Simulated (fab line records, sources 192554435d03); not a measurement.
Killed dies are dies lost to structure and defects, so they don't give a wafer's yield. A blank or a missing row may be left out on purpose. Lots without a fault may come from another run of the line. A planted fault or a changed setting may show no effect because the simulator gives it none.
Chamber matching | flow n5_finfet | N5_PMOS_HMC_CHANNEL_EPI_ETCH_38 on rie_si-05: 4 sister chambers
The step etches SiO2 in CF4, target depth 1.5 nm. 8 wafers are shown with their chamber, then 12 later ones without.

WAFERS WITH THEIR CHAMBER
wafer  | chamber | drypump_motor_current_A (A) | throttle_valve_pct (%)
L086.3 | 0       | 5.5                         | 21.72
L087.4 | 1       | 5.7                         | 22.05
L089.2 | 3       | 6.3                         | 21.67
L089.5 | 0       | 5.5                         | 21.73
L089.6 | 3       | 6.3                         | 21.70
L090.4 | 2       | 5.0                         | 22.03
L090.5 | 2       | 5.0                         | 22.06
L090.6 | 1       | 5.8                         | 22.07

WAFERS WITHOUT THEIR CHAMBER
wafer  | drypump_motor_current_A (A) | throttle_valve_pct (%)
L092.1 | 5.0                         | 22.05
L092.2 | 5.5                         | 21.73
L092.5 | 6.3                         | 21.67
L093.1 | 5.0                         | 22.03
L093.4 | 6.3                         | 21.66
L093.5 | 5.7                         | 22.07
L095.4 | 5.8                         | 22.07
L095.5 | 5.5                         | 21.73
L095.6 | 6.3                         | 21.68
L097.2 | 5.5                         | 21.73
L097.4 | 6.3                         | 21.68
L097.5 | 5.7                         | 22.06

WHICH CHAMBER EACH WENT THROUGH
wafer  | from the rows above | in truth
L092.1 | 2                   | 2
L092.2 | 0                   | 0
L092.5 | 3                   | 3
L093.1 | 2                   | 2
L093.4 | 3                   | 3
L093.5 | 1                   | 1
L095.4 | 1                   | 1
L095.5 | 0                   | 0
L095.6 | 3                   | 3
L097.2 | 0                   | 0
L097.4 | 3                   | 3
L097.5 | 1                   | 1
Placed correctly: 12 of 12. Can't be placed from these rows: 0. Placed wrongly: 0.
How it was worked out, from the rows above alone: a wafer's distance from a chamber is the root of the sum, over the readings, of the square of ((its reading less the chamber's mean) divided by the reading's scatter). The wafer belongs to the nearest chamber; if the next one is less than 2 further off, it can't be placed. A chamber's mean is the mean of its shown wafers. The scatter: the root of (the sum of the squares of (reading less its chamber's mean) over the shown wafers, divided by (wafers less chambers)).
